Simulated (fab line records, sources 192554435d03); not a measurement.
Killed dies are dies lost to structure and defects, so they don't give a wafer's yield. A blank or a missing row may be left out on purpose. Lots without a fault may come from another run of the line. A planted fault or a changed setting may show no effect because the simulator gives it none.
Chamber matching | flow n5_finfet | N5_BEOL_M3_ETCH_70 on rie_diel-06: 4 sister chambers
The step etches SOC in N2/H2, target depth 80 nm, overetch 16 nm, time 120 s. 18 wafers are shown with their chamber, then 9 later ones without.

WAFERS WITH THEIR CHAMBER
wafer  | chamber | showerhead_plenum_p_Torr (Torr) | drypump_motor_current_A (A) | throttle_valve_pct (%)
L077.2 | 1       | 2.69                            | 6.3                         | 17.52
L077.4 | 0       | 2.54                            | 5.1                         | 18.42
L077.6 | 0       | 2.54                            | 5.0                         | 18.43
L081.4 | 0       | 2.53                            | 5.0                         | 18.44
L081.5 | 1       | 2.69                            | 6.3                         | 17.54
L081.6 | 0       | 2.53                            | 5.0                         | 18.44
L082.1 | 0       | 2.53                            | 5.0                         | 18.46
L082.5 | 0       | 2.53                            | 5.0                         | 18.43
L082.6 | 3       | 2.50                            | 4.8                         | 17.60
L084.1 | 0       | 2.53                            | 5.1                         | 18.46
L084.2 | 3       | 2.50                            | 4.8                         | 17.60
L084.3 | 2       | 2.45                            | 5.6                         | 18.12
L084.4 | 1       | 2.69                            | 6.3                         | 17.54
L084.5 | 1       | 2.69                            | 6.3                         | 17.55
L084.6 | 2       | 2.45                            | 5.6                         | 18.10
L085.1 | 0       | 2.53                            | 5.0                         | 18.46
L085.3 | 3       | 2.50                            | 4.8                         | 17.62
L085.5 | 0       | 2.53                            | 5.0                         | 18.45

SIGNATURES (means of the wafers above)
reading                  | chamber 0 | chamber 1 | chamber 2 | chamber 3 | scatter within a chamber
showerhead_plenum_p_Torr | 2.5322    | 2.6900    | 2.4500    | 2.5000    | 0.00333
drypump_motor_current_A  | 5.022     | 6.300     | 5.600     | 4.800     | 0.0333
throttle_valve_pct       | 18.4433   | 17.5375   | 18.1100   | 17.6067   | 0.014
Rule: a wafer's distance from a chamber is the root of the sum, over the readings, of the square of ((its reading less the chamber's mean) divided by the reading's scatter). The wafer belongs to the nearest chamber; if the next one is less than 2 further off, it can't be placed. The scatter: the root of (the sum of the squares of (reading less its chamber's mean) over the shown wafers, divided by (wafers less chambers)).

WAFERS WITHOUT THEIR CHAMBER
wafer  | showerhead_plenum_p_Torr (Torr) | drypump_motor_current_A (A) | throttle_valve_pct (%)
L093.2 | 2.44                            | 5.7                         | 18.15
L093.4 | 2.68                            | 6.3                         | 17.58
L093.5 | 2.44                            | 5.6                         | 18.15
L094.2 | 2.68                            | 6.3                         | 17.60
L094.4 | 2.44                            | 5.6                         | 18.15
L094.6 | 2.68                            | 6.3                         | 17.58
L097.4 | 2.44                            | 5.6                         | 18.16
L097.5 | 2.49                            | 4.8                         | 17.67
L097.6 | 2.52                            | 5.0                         | 18.12

WHICH CHAMBER EACH WENT THROUGH
wafer  | from the rows above | in truth
L093.2 | 2                   | 2
L093.4 | 1                   | 1
L093.5 | 2                   | 2
L094.2 | 1                   | 1
L094.4 | 2                   | 2
L094.6 | 1                   | 1
L097.4 | 2                   | 2
L097.5 | 3                   | 3
L097.6 | 0                   | 0
Placed correctly: 9 of 9. Can't be placed from these rows: 0. Placed wrongly: 0.
